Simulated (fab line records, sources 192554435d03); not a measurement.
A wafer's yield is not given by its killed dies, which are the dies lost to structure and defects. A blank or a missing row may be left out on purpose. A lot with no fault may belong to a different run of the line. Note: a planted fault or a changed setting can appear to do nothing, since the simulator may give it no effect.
Problem report, 8D (eight disciplines) form, completed by code || flow n5Finfet || the parts of the form that need people (team, actions taken, sign-off) are left out

## 1. PROBLEM STATEMENT
At N5_PASSIVATION_PASS_ETCH_47, runLengthS averages 367.1 s over 2 wafers from 2 lots, while fault-free wafers read 408.4 s, standard deviation 0.48. Measured from the usual mean, that is -86 standard deviations.
The step: etches SiNx in CF4/O2, target depth 770 nm, time 385 s.
First observed at day 14 10:50: wafer L265.1, on rieDiel-06. The record has a number at this step for 28 wafers belonging to 11 lots. Rule for "out", or "out of limits": more than 4 standard deviations from the usual mean. Any other wafer with a number is counted as sound.

## 2. WHAT IT IS AND WHAT IT IS NOT
{"question": "which readings at this step", "is": "runLengthS", "is not": "drypumpMotorCurrentA, oesProductAu, rfVppV, showerheadPlenumPTorr"}
{"question": "which lots", "is": "L265, L267", "is not": "L260, L272, L273, L274, L275, L277, L278, L279, L280"}
{"question": "which wafers of those lots", "is": "L265.1, L267.1", "is not": "L265.5, L267.6"}
{"question": "read on which tools", "is": "rieDiel-06", "is not": "rieDiel-04, rieDiel-05"}
{"question": "when", "is": "from day 14 10:50", "is not": "up to then (4 sound wafers); but 22 sound wafers of L267, L272, L273, L274, L275, L277, L278, L279, L280 came after"}

## 3. THE SUSPECTS, EACH WITH WHAT RULES IT OUT
Counting: a tool at a process step up to the reading stays a suspect if it ran every lot that is out. Sound lots after the first of them don't rule it out here, since some wafers of a struck lot are sound.
- rieDiel-03 at N5_BEOL_M15_ETCH_38 (etches SiCN in CF4/N2, target depth 106.4 nm, time 120.5 s): kept. It ran every lot that is out, first L265 (day 13 21:53). With no start given for some of its lots, N5_BEOL_M15_ETCH_38 uses the hours and lot order of N5_BEOL_M15_SPUTTER_43.
- pvdSputter-03 at N5_BEOL_M15_SPUTTER_43 (material TaN, target thk 15 nm, time 24.19 s): kept. Ran every lot that is out, first one L265 (day 13 21:53); last sound lot up to then L260 (day 13 01:57).
- rieMetal-02 at N5_PASSIVATION_ETCH_59 (etches TaN in Cl2/BCl3, target depth 65 nm, time 34.9 s): kept. Ran every lot that is out, first one L265 (day 14 09:21); last sound lot up to then L260 (day 13 14:49).
- rieDiel-06 at N5_PASSIVATION_PASS_ETCH_47 (etches SiNx in CF4/O2, target depth 770 nm, time 385 s): kept. Ran every lot that is out, first one L265 (day 14 10:50); last sound lot up to then L260 (day 13 16:05). Its own readings are out on those wafers: runLengthS.
Left after counting: rieDiel-03 at N5_BEOL_M15_ETCH_38, pvdSputter-03 at N5_BEOL_M15_SPUTTER_43, rieMetal-02 at N5_PASSIVATION_ETCH_59, rieDiel-06 at N5_PASSIVATION_PASS_ETCH_47.

## 4. THE CAUSE (what the simulator had put in)
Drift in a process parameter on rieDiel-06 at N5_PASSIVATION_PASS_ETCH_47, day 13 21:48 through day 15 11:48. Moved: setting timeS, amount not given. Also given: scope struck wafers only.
Counting leaves 4 suspects; this tool is one of them.

## 5. SEQUENCE OF EFFECTS, ordered by route
Each row: a reading where the mean over the struck wafers with a number is more than 3 standard deviations away from the usual. Only readings for which the record gives a usual standard deviation are gone through. hours: the time from each lot's start at the first step in this table that gives one to its start at this step, as a median over the lots. sigmas: the change in usual standard deviations.
{"hours": 0, "step": "N5_PASSIVATION_PASS_ETCH_47", "reading": "runLengthS", "usual": "408.4 s", "on struck wafers": 367.1, "change": -41.3, "sigmas": -86}
Here are the process steps it includes:
- N5_PASSIVATION_PASS_ETCH_47: etches SiNx in CF4/O2, target depth 770 nm, time 385 s.
Readings that are blank on the struck wafers while sound wafers have them: biasW at N5_PASSIVATION_PASS_ETCH_47.

## 6. WHAT WOULD HAVE CAUGHT IT SOONER
The fault began at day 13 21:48; the first out-of-limits reading in this record came at day 14 10:50, 13 hours later.
